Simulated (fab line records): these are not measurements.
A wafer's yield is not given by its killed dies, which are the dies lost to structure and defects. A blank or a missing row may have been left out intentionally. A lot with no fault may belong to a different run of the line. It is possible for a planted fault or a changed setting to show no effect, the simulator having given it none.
Commonality check across tools ; flow n5_finfet ; Lots sampled 9, wafers sampled 25

## WHY THIS WAS OPENED
Of 9 lots, 3 have the reading REXT_P flagged at N5_BEOL_M4_RC_MEAS_101. Wafers without a fault read 100.5 ohm.um, standard deviation 2.9.
Rule: a lot is flagged in two cases, either no wafer of it has a number, or all its wafers with numbers fall more than 4 standard deviations from that mean. The rest of the lots are taken to be sound.

lot;measured;on;REXT_P (ohm.um), wafer by wafer;flag
L444;day 8 20:13;prober-02;96.7 98.3 98.4;
L454;day 11 11:19;prober-01;97.5 98.2;
L457;day 11 19:28;prober-01;293.3 289.2 291.3;FLAGGED
L456;day 12 00:20;prober-01;294.8 289.6 292.7;FLAGGED
L458;day 12 03:13;prober-01;297.6 298.3 296.1;FLAGGED
L460;day 12 17:10;prober-01;102.8 102.4;
L461;day 13 03:50;prober-01;99.8 100.3 97.2;
L463;day 13 12:39;prober-02;106.7 104.3 104.5;
L465;day 13 22:26;prober-02;100.9 100.0 99.5;
The numbers of the flagged lots are 293.7 ohm.um on average: +193.2 ohm.um against the usual, or +67 standard deviations.

## LOT BY LOT: THE TOOL USED
The record holds 4 process steps before the reading, out of a route of 1938 steps. Each cell gives the tool, then ch followed by the chambers the sampled wafers passed through, then the start.
lot;flag;N5_SD_EPI_N_LINER_46;N5_SD_EPI_P_ETCH_36;N5_SD_EPI_P_STRIP_40;N5_SD_EPI_P_VAPOR_ETCH_44
L444;;ald_sin-04 ch 0,2, day 3 17:56;rie_diel-06 ch 0,1, day 3 18:43;plasma_asher-02 ch 1, day 3 19:31;epi_rpcvd-02 ch 0, day 3 19:51
L454;;ald_sin-01 ch 0,1, day 6 09:37;rie_diel-06 ch 0,1, day 6 10:22;plasma_asher-01 ch 0,1, day 6 11:10;epi_rpcvd-03 ch 0, day 6 11:41
L457;FLAGGED;ald_sin-01 ch 1,2, day 6 22:00;rie_diel-05 ch 0,1, day 6 22:47;plasma_asher-01 ch 0,1, day 6 23:37;epi_rpcvd-03, day 6 23:59
L456;FLAGGED;ald_sin-03 ch 0,1,2, day 6 15:28;rie_diel-06 ch 0,1,2, day 6 16:07;plasma_asher-02 ch 0,1, day 6 16:54;epi_rpcvd-03, day 6 17:14
L458;FLAGGED;ald_sin-04 ch 0,1, day 7 04:03;rie_diel-05 ch 0,2,3, day 7 04:50;plasma_asher-02 ch 0,1, day 7 05:37;epi_rpcvd-02, day 7 05:58
L460;;ald_sin-03 ch 2, day 7 17:30;rie_diel-06 ch 2,3, day 7 18:16;plasma_asher-01 ch 1, day 7 19:04;epi_rpcvd-03 ch 0, day 7 19:26
L461;;ald_sin-03 ch 0,1,3, day 7 20:44;rie_diel-01 ch 0,1,3, day 7 21:38;plasma_asher-01 ch 0,1, day 7 22:25;epi_rpcvd-02 ch 0, day 7 22:46
L463;;ald_sin-04 ch 0,1,3, day 8 10:53;rie_diel-05 ch 0,1,2, day 8 11:40;plasma_asher-01 ch 0,1, day 8 12:29;epi_rpcvd-03 ch 0, day 8 12:52
L465;;ald_sin-01 ch 2,3, day 8 23:13;rie_diel-01 ch 1,2, day 9 00:14;plasma_asher-02 ch 0,1, day 9 01:02;epi_rpcvd-03 ch 0, day 9 01:26
What the steps here do:
- N5_SD_EPI_N_LINER_46: material SiNx, target thk 3 nm.
- N5_SD_EPI_P_ETCH_36: etches SiARC in CF4, target depth 45.5 nm, time 75.8 s.
- N5_SD_EPI_P_STRIP_40: strips in N2/H2.
- N5_SD_EPI_P_VAPOR_ETCH_44: etches SiGe30 in NF3/Ar, time 3.3 s.
- N5_BEOL_M4_RC_MEAS_101

## FLAGGED OVER TOTAL, TOOL BY TOOL (the gauges that took the reading come last)
step;tool;lots run;flagged;share of the flagged lots;sound lots run after its first flagged lot
N5_SD_EPI_N_LINER_46;ald_sin-01;3;1;some;1 (L465)
N5_SD_EPI_N_LINER_46;ald_sin-03;3;1;some;2 (L460,L461)
N5_SD_EPI_N_LINER_46;ald_sin-04;3;1;some;1 (L463)
N5_SD_EPI_P_ETCH_36;rie_diel-01;2;0;none;-
N5_SD_EPI_P_ETCH_36;rie_diel-05;3;2;some;1 (L463)
N5_SD_EPI_P_ETCH_36;rie_diel-06;4;1;some;1 (L460)
N5_SD_EPI_P_STRIP_40;plasma_asher-01;5;1;some;3 (L460,L461,L463)
N5_SD_EPI_P_STRIP_40;plasma_asher-02;4;2;some;1 (L465)
N5_SD_EPI_P_VAPOR_ETCH_44;epi_rpcvd-02;3;1;some;1 (L461)
N5_SD_EPI_P_VAPOR_ETCH_44;epi_rpcvd-03;6;2;some;3 (L460,L463,L465)
N5_BEOL_M4_RC_MEAS_101;prober-01;6;3;all;2 (L460,L461)
N5_BEOL_M4_RC_MEAS_101;prober-02;3;0;none;-

## THE TABLE: WHAT IT ALLOWS
In the table, 1 row covers all flagged lots: prober-01 at N5_BEOL_M4_RC_MEAS_101.
- prober-01 at N5_BEOL_M4_RC_MEAS_101 ran 6 lots, 3 of them flagged. Sound lots followed the first flagged one (L460, L461) on it, something a lasting fault affecting the whole tool could not allow.
There is no row in the table that ran each flagged lot and no sound lot after the first.

## WHAT THE SIMULATOR HAD PUT IN
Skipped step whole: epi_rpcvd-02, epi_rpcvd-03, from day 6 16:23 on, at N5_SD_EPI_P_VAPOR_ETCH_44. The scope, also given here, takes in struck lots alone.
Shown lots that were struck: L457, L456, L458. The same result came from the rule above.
